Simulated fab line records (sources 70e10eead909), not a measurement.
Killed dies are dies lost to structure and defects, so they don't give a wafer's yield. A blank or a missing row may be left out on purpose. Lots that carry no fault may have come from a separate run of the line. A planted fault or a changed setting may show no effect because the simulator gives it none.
fab line records + flow nand_harc
record:
- lots: 13
- wafers: 39
- last_day: 33
route steps=1302 shown P_M1@297 END@1302
lots that met no fault: taken from a fault-free run of the same line
start_h: start of the lot's first displayed wafer, in hours after the record's first day + wait_h: hours since the lot's step before + " identical to the entry in the row above + L1.1+2: a single row standing in for several wafers + - no value, or no start was given + * or withheld: withheld + < > ~ a bound
route shown NAME@n: a module of which the file shows steps, and the number in the route of the first + usual: average and standard deviation across the fault-free wafers + same: alike in all rows + chamber/n: place in a boat + sites: the reading at each site + _std_site: the values' standard deviation + _edge_site: outer sites' mean less inner sites' + radius_mm: how far each site lies from the wafer's centre + mask NAME#n: copy n + behind: tool/chamber where the wafer was last shaped + hold: why the lot was held/for how many hours/how that ended + device: names the non-switching transistor (n, p or np) + end of line: the route-end tests of the same wafers + step lacking rows: just its recipe + killed: not the wafer's yield, but the dies lost to structure and defects at the first sort + map: a wafer's dies, x killed, . not, _ none there
set.NAME: the run value of the setting; set.NAME@STEP: its run value at that earlier step + model.NAME: the simulator's own value behind a step, which no gauge read
steps of the route over a sample of lots; a table a step, a row a wafer
services: when a tool's chamber went out of use (start_h, in hours from the record's first day, below 0 if earlier), for how many hours, and the reason
== steps ==
step: NHARC_P_M1_INSPECT_11
usual:
- raw_defect_count: 4.3/2.4
| lot.wafer | tool              | chamber | start_h | wait_h | raw_defect_count |
|-----------|-------------------|---------|---------|--------|------------------|
| L664.2    | defect_inspect-01 | -       | 142.36  | 0.0    | 1                |
| L664.4    | "                 | -       | "       | "      | 5                |
| L664.6    | "                 | -       | "       | "      | 3                |
| L667.1    | defect_inspect-02 | -       | 169.96  | 0.0    | 2                |
| L667.5    | "                 | -       | "       | "      | 7                |
| L667.6    | "                 | -       | "       | "      | 2                |
| L668.2    | defect_inspect-01 | -       | 174.84  | 0.0    | 0                |
| L668.5    | "                 | -       | "       | "      | 4                |
| L668.6    | "                 | -       | "       | "      | 4                |
| L669.1    | defect_inspect-02 | -       | 191.76  | 0.0    | 6                |
| L669.2    | "                 | -       | "       | "      | 7                |
| L669.3    | "                 | -       | "       | "      | 3                |
| L673.1    | defect_inspect-02 | -       | 229.45  | 0.0    | 6                |
| L673.3    | "                 | -       | "       | "      | 2                |
| L673.6    | "                 | -       | "       | "      | 5                |
| L676.3    | defect_inspect-01 | -       | 275.87  | 0.0    | 3                |
| L676.5    | "                 | -       | "       | "      | 2                |
| L676.6    | "                 | -       | "       | "      | 1                |
| L678.2    | defect_inspect-02 | -       | 284.13  | 0.0    | 3                |
| L678.4    | "                 | -       | "       | "      | 3                |
| L678.6    | "                 | -       | "       | "      | 2                |
| L680.2    | defect_inspect-02 | -       | 301.94  | 0.0    | 5                |
| L680.5    | "                 | -       | "       | "      | 8                |
| L680.6    | "                 | -       | "       | "      | 9                |
| L681.1    | defect_inspect-01 | -       | 307.01  | 0.0    | 4                |
| L681.3    | "                 | -       | "       | "      | 9                |
| L681.5    | "                 | -       | "       | "      | 5                |
| L682.3    | defect_inspect-01 | -       | 316.77  | 0.0    | 3                |
| L682.4    | "                 | -       | "       | "      | 2                |
| L682.5    | "                 | -       | "       | "      | 2                |
| L683.3    | defect_inspect-02 | -       | 329.04  | 0.0    | 2                |
| L683.5    | "                 | -       | "       | "      | 8                |
| L683.6    | "                 | -       | "       | "      | 6                |
| L684.1    | defect_inspect-01 | -       | 339.50  | 0.0    | 4                |
| L684.2    | "                 | -       | "       | "      | 2                |
| L684.6    | "                 | -       | "       | "      | 3                |
| L685.2    | defect_inspect-02 | -       | 348.67  | 0.0    | 3                |
| L685.5    | "                 | -       | "       | "      | 3                |
| L685.6    | "                 | -       | "       | "      | 7                |
step: NHARC_P_M1_DESCUM_14
recipe:
- time_s: 3
- o2_flow_sccm: 200
- ar_flow_sccm: 0
- bias_power_w: 0
- chemistry: O2
usual:
- drypump_motor_current_A: 5.6/0.47
- oes_product_au: 1.000/0.0088
- rf_vpp_V: 57.9/0.84
- showerhead_plenum_p_Torr: 1.94/0.079
- throttle_valve_pct: 11.310/0.0099
same:
- bias_power_w: 0
| lot.wafer | tool        | chamber | start_h | wait_h | drypump_motor_current_A | oes_product_au | rf_hours_counter_h | rf_vpp_V | showerhead_plenum_p_Torr | throttle_valve_pct |
|-----------|-------------|---------|---------|--------|-------------------------|----------------|--------------------|----------|--------------------------|--------------------|
| L664.2    | rie_diel-07 | 2       | 142.43  | 0.1    | 4.8                     | 1.016          | 1                  | 58.5     | 1.99                     | 11.318             |
| L664.4    | "           | 0       | "       | "      | 5.5                     | 0.998          | 1                  | 58.1     | 1.94                     | 11.311             |
| L664.6    | "           | 1       | "       | "      | 5.3                     | 0.999          | -                  | 57.0     | 1.80                     | 11.312             |
| L667.1    | rie_diel-06 | 2       | 170.03  | 0.1    | 6.6                     | 0.985          | 2                  | 58.6     | 1.91                     | 11.309             |
| L667.5    | "           | 1       | "       | "      | 5.9                     | 0.992          | -                  | 59.3     | 2.06                     | 11.313             |
| L667.6    | "           | 2       | "       | "      | 6.6                     | 0.991          | -                  | 56.8     | 1.91                     | 11.302             |
| L668.2    | rie_diel-06 | 0       | 174.91  | 0.1    | 5.8                     | 1.002          | 2                  | 57.8     | 1.87                     | 11.309             |
| L668.5    | "           | 3       | "       | "      | 5.8                     | 0.992          | -                  | 57.1     | 1.99                     | 11.308             |
| L668.6    | "           | 0       | "       | "      | 5.8                     | 0.989          | -                  | 58.1     | 1.87                     | 11.302             |
| L669.3    | rie_diel-06 | 0       | 191.83  | 0.1    | 5.8                     | 0.998          | 3                  | 58.1     | 1.87                     | 11.307             |
| L669.1    | "           | 1       | "       | "      | 5.9                     | 1.010          | 3                  | 57.3     | 2.06                     | 11.321             |
| L669.2    | "           | 3       | "       | "      | 5.8                     | 0.995          | 4                  | 57.6     | 1.99                     | 11.308             |
| L673.3    | rie_diel-06 | 2       | 229.52  | 0.1    | 6.6                     | 0.992          | 5                  | 58.2     | 1.91                     | 11.288             |
| L673.1    | "           | 3       | "       | "      | 5.8                     | 0.987          | 5                  | 56.6     | 1.99                     | 11.310             |
| L673.6    | "           | 2       | "       | "      | 6.6                     | 0.995          | -                  | 56.6     | 1.91                     | 11.312             |
| L676.3    | rie_diel-07 | 0       | 275.94  | 0.1    | 5.5                     | 0.999          | 12                 | 57.0     | 1.94                     | 11.333             |
| L676.6    | "           | 3       | "       | "      | 5.7                     | 1.006          | -                  | 59.3     | 1.97                     | 11.304             |
| L676.5    | "           | 0       | "       | "      | 5.5                     | 1.005          | -                  | 59.0     | 1.94                     | 11.303             |
| L678.2    | rie_diel-07 | 2       | 284.19  | 0.1    | 4.8                     | 0.998          | 12                 | 57.9     | 1.98                     | 11.311             |
| L678.6    | "           | 2       | "       | "      | 4.8                     | 1.003          | -                  | 57.8     | 1.98                     | 11.314             |
| L678.4    | "           | 1       | "       | "      | 5.3                     | 0.999          | -                  | 56.8     | 1.80                     | 11.306             |
| L680.2    | rie_diel-06 | 2       | 302.00  | 0.1    | 6.6                     | 0.992          | 10                 | 58.0     | 1.91                     | 11.320             |
| L680.5    | "           | 2       | "       | "      | 6.6                     | 1.001          | -                  | 58.5     | 1.91                     | 11.317             |
| L680.6    | "           | 3       | "       | "      | 5.8                     | 1.003          | -                  | 56.8     | 1.99                     | 11.313             |
| L681.1    | rie_diel-06 | 2       | 307.08  | 0.1    | 6.6                     | 0.982          | 10                 | 56.6     | 1.91                     | 11.311             |
| L681.3    | "           | 3       | "       | "      | 5.8                     | 0.996          | 11                 | 58.4     | 1.99                     | 11.310             |
| L681.5    | "           | 1       | "       | "      | 5.9                     | 1.009          | -                  | 58.3     | 2.06                     | 11.302             |
| L682.3    | rie_diel-11 | 1       | 316.83  | 0.1    | 5.4                     | 1.000          | 12                 | 58.4     | 1.97                     | 11.298             |
| L682.4    | "           | 2       | "       | "      | 6.1                     | 1.003          | 14                 | 57.2     | 1.77                     | 11.313             |
| L682.5    | "           | 1       | "       | "      | 5.4                     | 1.007          | -                  | 56.8     | 1.97                     | 11.304             |
| L683.3    | rie_diel-06 | 2       | 329.12  | 0.1    | 6.6                     | 1.005          | 0                  | 58.0     | 1.91                     | 11.321             |
| L683.5    | "           | 0       | "       | "      | 5.8                     | 0.999          | -                  | 58.4     | 1.87                     | 11.302             |
| L683.6    | "           | 1       | "       | "      | 5.8                     | 1.029          | -                  | 57.5     | 2.06                     | 11.338             |
| L684.1    | rie_diel-07 | 0       | 339.56  | 0.1    | 5.5                     | 1.001          | 3                  | 59.0     | 1.94                     | 11.326             |
| L684.2    | "           | 1       | "       | "      | 5.3                     | 1.006          | 2                  | 56.7     | 1.79                     | 11.298             |
| L684.6    | "           | 0       | "       | "      | 5.5                     | 0.984          | -                  | 58.0     | 1.94                     | 11.296             |
| L685.2    | rie_diel-06 | 1       | 348.74  | 0.1    | 5.8                     | 1.005          | 1                  | 57.7     | 2.06                     | 11.301             |
| L685.6    | "           | 0       | "       | "      | 5.8                     | 0.993          | -                  | 59.2     | 1.87                     | 11.313             |
| L685.5    | "           | 1       | "       | "      | 5.9                     | 1.022          | -                  | 57.0     | 2.06                     | 11.323             |
step: NHARC_P_M1_PVD_21
recipe:
- target_thk_a: 300
- chamber_pressure_pa: 5
- power_w: 5000
- substrate_temp_c: 30
- time_s: 20.49
- material: Cu
usual:
- cathode_dc_power_W: 5000.0/0.82
- chamber_pressure_pa: 5.000/0.0093
- throttle_valve_pct: 29.5/1.3
| lot.wafer | tool           | chamber | start_h | wait_h | cathode_dc_power_W | chamber_pressure_pa | throttle_valve_pct |
|-----------|----------------|---------|---------|--------|--------------------|---------------------|--------------------|
| L664.2    | pvd_sputter-03 | -       | 143.67  | -      | 5000.7             | 4.993               | 27.2               |
| L664.4    | "              | -       | "       | "      | 4999.9             | 4.987               | 32.0               |
| L664.6    | "              | -       | "       | "      | 5000.2             | 4.997               | 30.1               |
| L667.1    | pvd_sputter-01 | -       | 171.31  | -      | 5000.9             | 5.008               | 27.5               |
| L667.6    | "              | -       | "       | "      | 4999.4             | 5.003               | 27.4               |
| L667.5    | "              | -       | "       | "      | 5001.3             | 5.002               | 28.7               |
| L668.2    | pvd_sputter-01 | -       | 176.27  | -      | 4999.7             | 5.009               | 29.0               |
| L668.5    | "              | -       | "       | "      | 4998.8             | 5.007               | 27.2               |
| L668.6    | "              | -       | "       | "      | 5000.2             | 5.009               | 28.7               |
| L669.3    | pvd_sputter-01 | -       | 193.07  | -      | 4998.8             | 5.016               | 28.9               |
| L669.2    | "              | -       | "       | "      | 4998.6             | 5.017               | 30.9               |
| L669.1    | "              | -       | "       | "      | 4999.4             | 5.009               | 27.4               |
| L673.3    | pvd_sputter-02 | -       | 230.75  | -      | 4999.8             | 5.004               | 31.5               |
| L673.1    | "              | -       | "       | "      | 5001.1             | 5.001               | 29.8               |
| L673.6    | "              | -       | "       | "      | 5000.9             | 4.997               | 28.4               |
| L676.3    | pvd_sputter-03 | -       | 277.31  | -      | -                  | -                   | -                  |
| L676.6    | "              | -       | "       | "      | -                  | -                   | -                  |
| L676.5    | "              | -       | "       | "      | -                  | -                   | -                  |
| L678.2    | pvd_sputter-01 | -       | 285.50  | -      | -                  | -                   | -                  |
| L678.4    | "              | -       | "       | "      | -                  | -                   | -                  |
| L678.6    | "              | -       | "       | "      | -                  | -                   | -                  |
| L680.2    | pvd_sputter-01 | -       | 303.24  | -      | 4999.7             | 4.994               | 28.3               |
| L680.6    | "              | -       | "       | "      | 5000.3             | 5.005               | 28.4               |
| L680.5    | "              | -       | "       | "      | 4999.1             | 5.000               | 29.0               |
| L681.3    | pvd_sputter-02 | -       | 308.31  | -      | 5000.3             | 4.986               | 29.2               |
| L681.1    | "              | -       | "       | "      | 4999.5             | 5.008               | 30.0               |
| L681.5    | "              | -       | "       | "      | 4998.8             | 4.993               | 29.2               |
| L682.4    | pvd_sputter-02 | -       | 318.09  | -      | 4999.2             | 4.999               | 30.6               |
| L682.3    | "              | -       | "       | "      | 5000.8             | 4.991               | 28.4               |
| L682.5    | "              | -       | "       | "      | 5000.0             | 5.008               | 30.4               |
| L683.3    | pvd_sputter-03 | -       | 330.37  | -      | 4999.1             | 4.996               | 30.5               |
| L683.6    | "              | -       | "       | "      | 5000.3             | 5.004               | 28.5               |
| L683.5    | "              | -       | "       | "      | 5000.3             | 5.000               | 30.2               |
| L684.2    | pvd_sputter-01 | -       | 340.81  | -      | 4998.3             | 4.995               | 29.0               |
| L684.1    | "              | -       | "       | "      | 5000.0             | 4.991               | 28.5               |
| L684.6    | "              | -       | "       | "      | 5001.1             | 5.012               | 28.9               |
| L685.2    | pvd_sputter-01 | -       | 350.04  | -      | 4999.5             | 5.004               | 29.2               |
| L685.6    | "              | -       | "       | "      | 4999.5             | 5.004               | 27.7               |
| L685.5    | "              | -       | "       | "      | 5000.0             | 5.007               | 28.4               |
step: NHARC_END_SORT_01
recipe:
- temp_c: 25
usual:
- defect_limited_yield: 91.2/1.8
- killed_at_array: 55/12
- killed_at_other: 1.0/1.2
- killed_at_periphery: 3.9/2.6
- killed_dies: 60/12
- killed_open: 3.3/1.9
- killed_short: 2.5/1.8
same:
- gross_dies: 677
| lot.wafer | tool      | chamber | start_h | wait_h | defect_limited_yield[%] | killed_at_array | killed_at_other | killed_at_periphery | killed_dies | killed_open | killed_short |
|-----------|-----------|---------|---------|--------|-------------------------|-----------------|-----------------|---------------------|-------------|-------------|--------------|
| L676.3    | prober-02 | 0       | 716.10  | 3.1    | 0                       | 59              | 1               | 617                 | 677         | 4           | 3            |
| L676.5    | prober-02 | 0       | 717.71  | 3.7    | 0                       | 52              | 0               | 625                 | 677         | 5           | 1            |
| L676.6    | prober-02 | 0       | 718.51  | 4.0    | 0                       | 52              | 2               | 623                 | 677         | 2           | 1            |
| L678.2    | prober-01 | 0       | 724.87  | 2.8    | 0                       | 66              | 6               | 605                 | 677         | 4           | 4            |
| L678.4    | prober-01 | 0       | 726.45  | 3.4    | 0                       | 66              | 3               | 608                 | 677         | 0           | 2            |
| L678.6    | prober-01 | 0       | 728.03  | 4.0    | 0                       | 64              | 4               | 609                 | 677         | 2           | 4            |
killed by level:class
L676.3 P_M1:area_pvd=615 A_CHANNEL_HOLE_D1:chamber_film_flake=28 A_CHANNEL_HOLE_D2:chamber_film_flake=20 A_CHANNEL_FILL_D1:geometric_particle:short=2 A_CHANNEL_HOLE_D2:geometric_particle:open=2 A_CHANNEL_FILL_D2:chamber_film_flake=2 A_SLIT:chamber_film_flake=2 P_M0:geometric_particle:open=1
L676.5 P_M1:area_pvd=623 A_CHANNEL_HOLE_D1:chamber_film_flake=24 A_CHANNEL_HOLE_D2:chamber_film_flake=20 P_M0:geometric_particle:open=2 A_SLIT:chamber_film_flake=2 A_ONON_D2:geometric_particle:short=1 A_CHANNEL_HOLE_D2:geometric_particle:open=1 A_BLC:geometric_particle:open=1
L676.6 P_M1:area_pvd=622 A_CHANNEL_HOLE_D1:chamber_film_flake=30 A_CHANNEL_HOLE_D2:chamber_film_flake=18 A_SLIT:chamber_film_flake=2 P_CONTACT:geometric_particle:open=1 STARTING-WAFER:geometric_particle:open=1 STARTING-WAFER:geometric_particle:short=1 A_WL_FILL:chamber_film_flake=1
L678.2 P_M1:area_pvd=602 A_SLIT:chamber_film_flake=30 A_CHANNEL_HOLE_D1:chamber_film_flake=24 THIN_TSV:chamber_film_flake=6 A_WL_FILL:chamber_film_flake=3 A_CONTACT:chamber_film_flake=2 P_ZERO_WELL:geometric_particle:short=1 P_M0:geometric_particle:open=1
L678.4 P_M1:area_pvd=607 A_SLIT:chamber_film_flake=32 A_CHANNEL_HOLE_D1:chamber_film_flake=30 THIN_TSV:chamber_film_flake=3 A_SOURCE_PLATE:geometric_particle:short=1 A_DECK1_JOINT:geometric_particle:short=1 P_GATE:chamber_film_flake=1 A_DECK1_JOINT:chamber_film_flake=1
L678.6 P_M1:area_pvd=608 A_SLIT:chamber_film_flake=28 A_CHANNEL_HOLE_D1:chamber_film_flake=24 THIN_TSV:chamber_film_flake=4 A_CONTACT:chamber_film_flake=3 A_ONON_D1:geometric_particle:short=2 A_STAIRCASE:chamber_film_flake=2 P_M0:geometric_particle:open=1
== services ==
| tool           | chamber | start_h | hours | kind       |
|----------------|---------|---------|-------|------------|
| rie_diel-06    | -       | 130.20  | 9.0   | pm         |
| rie_diel-06    | 0       | 130.20  | 9.0   | vent_cycle |
| rie_diel-06    | 1       | 130.20  | 9.0   | vent_cycle |
| rie_diel-06    | 2       | 130.20  | 9.0   | vent_cycle |
| rie_diel-06    | 3       | 130.20  | 9.0   | vent_cycle |
| rie_diel-06    | 0       | 139.20  | -     | clean      |
| rie_diel-06    | 1       | 139.20  | -     | clean      |
| pvd_sputter-03 | -       | 159.58  | 1.4   | repair     |
| rie_diel-07    | 2       | 162.96  | 19.0  | repair     |
| pvd_sputter-03 | -       | 168.24  | 3.4   | repair     |
| rie_diel-11    | -       | 213.28  | 0.3   | repair     |
| pvd_sputter-01 | -       | 226.00  | 10.0  | pm         |
| pvd_sputter-03 | -       | 235.28  | 4.8   | repair     |
| rie_diel-11    | -       | 257.42  | 9.0   | pm         |
| pvd_sputter-02 | -       | 260.43  | 9.8   | repair     |
| rie_diel-07    | 3       | 264.80  | 9.4   | repair     |
| rie_diel-07    | 3       | 276.96  | 22.8  | repair     |
| pvd_sputter-02 | -       | 286.08  | 10.0  | pm         |
| rie_diel-07    | -       | 294.20  | 9.0   | pm         |
| rie_diel-06    | -       | 307.20  | 9.0   | pm         |
| pvd_sputter-03 | -       | 328.09  | 1.5   | repair     |
| rie_diel-07    | -       | 338.27  | 0.5   | repair     |
| pvd_sputter-02 | -       | 342.96  | 7.3   | repair     |
| pvd_sputter-03 | -       | 349.62  | 10.0  | pm         |
== key ==
first_sign:
- step: NHARC_P_M1_PVD_21
- reading: tool_record
- direction: missing
effect:
- step: NHARC_END_SORT_01
- reading: killed_at_periphery
- direction: up
- sigmas: 99+
- usual: 3.9
- struck: 614.5
more_kills_born_at:
- NHARC_P_M1_PVD_21@pvd_sputter-03: 1860
- NHARC_P_M1_PVD_21@pvd_sputter-01: 1817
met_at NHARC_P_M1_PVD_21
struck_lots L676,L678
later_rows_left_out L676.3,L676.5,L676.6,L678.2,L678.4,L678.6
not_acting_at NHARC_P_M1_INSPECT_11,NHARC_P_M1_DESCUM_14
onset_between 193.07 277.31
fault:
- kind: skipped_step_whole
- tool: pvd_sputter-01,pvd_sputter-03
- chamber: -
- onset_h: 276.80
- steps: NHARC_P_M1_PVD_21
- scope: struck_lots_only
later_rows_left_out: the simulator's readings of these wafers behind a module that went badly wrong aren't trusted and aren't shown, but for the sort
